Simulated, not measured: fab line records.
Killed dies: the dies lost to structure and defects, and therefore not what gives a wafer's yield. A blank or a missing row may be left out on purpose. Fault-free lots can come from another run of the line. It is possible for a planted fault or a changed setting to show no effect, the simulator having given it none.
8D (eight disciplines) problem report, filled in by code | flow nand-harc | the parts of the form that need people (team, actions taken, sign-off) are left out

1. THE PROBLEM
At NHARC_A_DECK1_JOINT_ETCHBACK_00, run-length-s averages 33.6 s over 3 wafers from 2 lots, while fault-free wafers read 38.5 s, standard deviation 0.44. Measured from the usual mean, that is -11 standard deviations.
The step: etches the open film in HBr, target depth 30 nm, time 17.4 s.
Earliest sighting: wafer L494.4 on rie-si-03 at day 12 20:14. The record has a number at this step for 33 wafers belonging to 11 lots. Rule for "out" (also "out of limits"): further than 4 standard deviations from the usual mean. Any other wafer with a number is counted as sound.

2. WHAT IT IS, WHAT IT ISN'T
question                    | is                     | is not
which readings at this step | run-length-s           | drypump-motor-current-A, he-backside-leak-sccm, oes-product-au, throttle-valve-pct
which lots                  | L494, L495             | L503, L505, L506, L507, L508, L509, L510, L513, L514
which wafers of those lots  | L494.3, L494.4, L495.3 | L494.5, L495.2, L495.6
read on which tools         | rie-si-03              | rie-si-01, rie-si-05
when                        | from day 12 20:14      | up to then (1 sound wafer); but 29 sound wafers of L495, L503, L505, L506, L507, L508, L509, L510, L513, L514 came after

3. THE SUSPECTS, EACH WITH WHAT RULES IT OUT
Counting: any tool at a process step up to the reading remains a suspect provided it ran every lot that is out. Sound lots after the first of them don't rule it out here, since some wafers of a struck lot are sound.
- har-etch-01 at NHARC_A_CHANNEL_HOLE_D1_ETCH_24 (etches the open film in C4F8/O2/Ar, time 906.2 s, target depth 1500 nm): kept. It ran every lot that is out, first L494 (day 9 22:25).
- rie-si-03 at NHARC_A_DECK1_JOINT_ETCHBACK_00 (etches the open film in HBr, target depth 30 nm, time 17.4 s): kept. It ran every lot that is out, first L494 (day 12 20:14). On those wafers its own readings are out: run-length-s.
What counting leaves: har-etch-01 at NHARC_A_CHANNEL_HOLE_D1_ETCH_24 and rie-si-03 at NHARC_A_DECK1_JOINT_ETCHBACK_00.

4. THE CAUSE (what the simulator had put in)
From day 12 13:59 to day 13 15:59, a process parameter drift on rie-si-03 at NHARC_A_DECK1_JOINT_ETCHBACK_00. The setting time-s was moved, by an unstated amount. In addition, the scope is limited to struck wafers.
Counting leaves 2 suspects; this tool is one of them.

5. THE EFFECT CHAIN, in route order
One row per reading whose mean, taken over the struck wafers that have a number, lies over 3 standard deviations from the usual. Only readings for which the record gives a usual standard deviation are gone through. hours: the time from each lot's start at the first step in this table that gives one to its start at this step, as a median over the lots. sigmas: the change in usual standard deviations.
hours | step                            | reading      | usual  | on struck wafers | change | sigmas
0     | NHARC_A_DECK1_JOINT_ETCHBACK_00 | run-length-s | 38.5 s | 33.6             | -4.9   | -11
Process steps it contains:
- NHARC_A_DECK1_JOINT_ETCHBACK_00: etches the open film in HBr, target depth 30 nm, time 17.4 s.
Readings that are blank on the struck wafers while sound wafers have them: rf-fwd-power-W at NHARC_A_DECK1_JOINT_ETCHBACK_00.

6. HOW IT WOULD HAVE BEEN CAUGHT EARLIER
In this record no reading fell out of limits until day 12 20:14, 6 hours after the fault had begun at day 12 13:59.
